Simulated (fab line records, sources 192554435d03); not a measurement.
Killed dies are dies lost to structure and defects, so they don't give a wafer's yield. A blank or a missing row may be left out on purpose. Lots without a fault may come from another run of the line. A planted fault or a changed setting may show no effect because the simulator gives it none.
Which tool did it? | flow n5_finfet | 11 lots, 33 wafers sampled, at 5 steps of a route of 1938

WHAT THE GAUGES READ, wafer by wafer
N5_BEOL_M7_RS_MEAS_57: measures by four-point-probe. Usual: M7_RS 0.289 ohm/sq, standard deviation 0.0071.
lot  | measured     | on            | M7_RS (ohm/sq)    | flag
L954 | day 9 19:06  | film_metro-02 | 0.274 0.290 0.288 |
L956 | day 10 05:47 | film_metro-01 | 0.278 0.277 0.288 |
L959 | day 11 00:18 | film_metro-01 | 0.286 0.284 0.291 |
L957 | day 11 01:26 | film_metro-01 | 0.290 0.282 0.285 |
L960 | day 11 19:49 | film_metro-01 | 0.289 0.281 0.291 |
L961 | day 12 08:01 | film_metro-02 | 0.301 0.298 0.298 |
L965 | day 13 14:59 | film_metro-02 | 0.284 0.289 0.289 |
L972 | day 14 21:38 | film_metro-02 | 0.291 0.293 0.288 |
L973 | day 14 21:43 | film_metro-02 | 0.277 0.289 0.274 |
L976 | day 16 05:36 | film_metro-02 | 0.280 0.274 0.292 |
L977 | day 16 10:02 | film_metro-01 | 0.296 0.285 0.291 |

N5_BEOL_M8_CD_MEAS_18: pitch 80 nm, target cd 40 nm. Usual: cd_nm 39.9 nm, standard deviation 0.44.
lot  | measured     | on        | cd_nm (nm)     | flag
L954 | day 9 22:50  | cd_sem-01 | 40.1 40.2 40.1 |
L956 | day 10 08:07 | cd_sem-01 | 39.7 39.3 39.7 |
L959 | day 11 03:07 | cd_sem-01 | 40.4 40.8 40.1 |
L957 | day 11 03:52 | cd_sem-02 | 39.8 40.2 39.8 |
L960 | day 11 23:24 | cd_sem-03 | 40.3 40.3 40.7 |
L961 | day 12 11:17 | cd_sem-01 | 39.4 40.2 40.1 |
L965 | day 13 17:43 | cd_sem-01 | 39.6 40.0 40.4 |
L972 | day 15 00:22 | cd_sem-03 | 39.8 40.3 40.9 |
L973 | day 15 00:38 | cd_sem-02 | 40.2 39.9 41.5 |
L976 | day 16 08:59 | cd_sem-01 | 40.0 40.2 40.4 |
L977 | day 16 14:29 | cd_sem-03 | 40.0 39.1 39.9 |

WHICH TOOL RAN EACH LOT (tool, then ch and the chambers of the sampled wafers, then the start)
lot  | N5_BEOL_M8_CURE_74            | N5_BEOL_M8_DEVELOP_10             | N5_BEOL_M8_HM_OPEN_17
L954 | uv_cure-02 ch 2, day 9 19:13  | litho_track-05 ch 0, day 9 22:09  | rie_metal-01 ch 0,1, day 9 22:35
L956 | uv_cure-03 ch 2, day 10 05:56 | litho_track-04 ch 0, day 10 07:30 | rie_metal-01 ch 0,1, day 10 07:56
L959 | uv_cure-02 ch 2, day 11 00:45 | litho_track-04 ch 0, day 11 02:31 | rie_metal-03 ch 0,1, day 11 02:58
L957 | uv_cure-02 ch 0, day 11 01:43 | litho_track-05 ch 0, day 11 03:15 | rie_metal-02 ch 0,1, day 11 03:40
L960 | uv_cure-03 ch 1, day 11 19:56 | litho_track-05 ch 0, day 11 22:28 | rie_metal-02 ch 0,1, day 11 22:58
L961 | uv_cure-03 ch 1, day 12 08:09 | litho_track-02 ch 0, day 12 10:41 | rie_metal-03 ch 0,1, day 12 11:07
L965 | uv_cure-02 ch 0, day 13 15:07 | litho_track-04 ch 0, day 13 16:50 | rie_metal-03 ch 0,1, day 13 17:32
L972 | uv_cure-01 ch 1, day 14 21:46 | litho_track-02 ch 0, day 14 23:42 | rie_metal-03 ch 0,1, day 15 00:10
L973 | uv_cure-02 ch 2, day 14 22:02 | litho_track-05 ch 0, day 14 23:52 | rie_metal-01 ch 0, day 15 00:23
L976 | uv_cure-03 ch 0, day 16 05:44 | litho_track-02 ch 0, day 16 08:17 | rie_metal-02 ch 1, day 16 08:43
L977 | uv_cure-03 ch 2, day 16 10:20 | litho_track-04 ch 0, day 16 13:44 | rie_metal-01 ch 0, day 16 14:17
- N5_BEOL_M8_CURE_74: cures SiCOH lowk, time 240 s.
- N5_BEOL_M8_DEVELOP_10: develop time 30 s.
- N5_BEOL_M8_HM_OPEN_17: chemistry Cl2/BCl3, target TiN, target depth 20 nm, overetch 6 nm.

WHAT THE TOOLS THEMSELVES READ (means of the sampled wafers that have a number; where no wafer has one, the mark that the record gives instead)
N5_BEOL_M8_CURE_74. Usual: lamp_power_pct 52.31 %, standard deviation 0.054; wafer_temp_C_max 386.8, standard deviation 0.72.
lot  | tool       | lamp_power_pct (%) | wafer_temp_C_max | flag
L954 | uv_cure-02 | 52.34              | 387.1            |
L956 | uv_cure-03 | 52.28              | 387.5            |
L959 | uv_cure-02 | 52.28              | 387.2            |
L957 | uv_cure-02 | 52.30              | 386.2            |
L960 | uv_cure-03 | 52.38              | 386.0            |
L961 | uv_cure-03 | 52.31              | 386.4            |
L965 | uv_cure-02 | 52.32              | 386.6            |
L972 | uv_cure-01 | 52.35              | 388.1            |
L973 | uv_cure-02 | 52.33              | 386.7            |
L976 | uv_cure-03 | 52.34              | 386.5            |
L977 | uv_cure-03 | 52.28              | 387.3            |

N5_BEOL_M8_DEVELOP_10. Usual: exhaust_pa 45.1 Pa, standard deviation 0.96.
lot  | tool           | exhaust_pa (Pa) | flag
L954 | litho_track-05 | 44.9            |
L956 | litho_track-04 | 45.2            |
L959 | litho_track-04 | 44.9            |
L957 | litho_track-05 | 45.4            |
L960 | litho_track-05 | 44.7            |
L961 | litho_track-02 | 44.8            |
L965 | litho_track-04 | 45.3            |
L972 | litho_track-02 | 45.2            |
L973 | litho_track-05 | 45.9            |
L976 | litho_track-02 | 45.1            |
L977 | litho_track-04 | 44.7            |

N5_BEOL_M8_HM_OPEN_17. Usual: drypump_motor_current_A 5.7 A, standard deviation 0.42; mfc_ar_sccm 25.00 sccm, standard deviation 0.072; oes_product_au 0.64 a.u., standard deviation 0.071; throttle_valve_pct 22.23 %, standard deviation 0.22.
lot  | tool         | drypump_motor_current_A (A) | mfc_ar_sccm (sccm) | oes_product_au (a.u.) | throttle_valve_pct (%) | flag
L954 | rie_metal-01 | 5.7                         | 25.10              | 0.57                  | 22.50                  |
L956 | rie_metal-01 | 5.8                         | 24.99              | 0.58                  | 22.32                  |
L959 | rie_metal-03 | 6.0                         | 24.93              | 0.71                  | 22.11                  |
L957 | rie_metal-02 | 5.2                         | 25.02              | 0.62                  | 22.42                  |
L960 | rie_metal-02 | 5.2                         | 24.96              | 0.60                  | 22.25                  |
L961 | rie_metal-03 | 5.9                         | 25.03              | 0.70                  | 22.10                  |
L965 | rie_metal-03 | 6.0                         | 24.93              | 0.69                  | 22.12                  |
L972 | rie_metal-03 | 5.6                         | 25.01              | 0.69                  | 22.11                  |
L973 | rie_metal-01 | 5.9                         | 25.04              | 0.57                  | 22.17                  |
L976 | rie_metal-02 | 5.1                         | 24.99              | 0.61                  | 22.60                  |
L977 | rie_metal-01 | 6.0                         | 24.97              | 0.57                  | 22.15                  |

THE ANSWER, worked out from the rows above alone
Rule: a lot is off if the mean of its wafers that have a number lies more than 3 standard deviations from the usual mean. A lot without any number at a reading at which 4 lots or more have one is off too. The other lots that the step has rows for count as sound. The gauges are gone through in route order, then the tools' own readings, and for those a lot's mean is taken as printed above. The first step at which some lot is off is used, and at that step the reading that is off furthest; a lot without a number counts as furthest.
No lot is off at any reading shown: from this, nothing can be told.

WHAT THE SIMULATOR HAD PUT IN
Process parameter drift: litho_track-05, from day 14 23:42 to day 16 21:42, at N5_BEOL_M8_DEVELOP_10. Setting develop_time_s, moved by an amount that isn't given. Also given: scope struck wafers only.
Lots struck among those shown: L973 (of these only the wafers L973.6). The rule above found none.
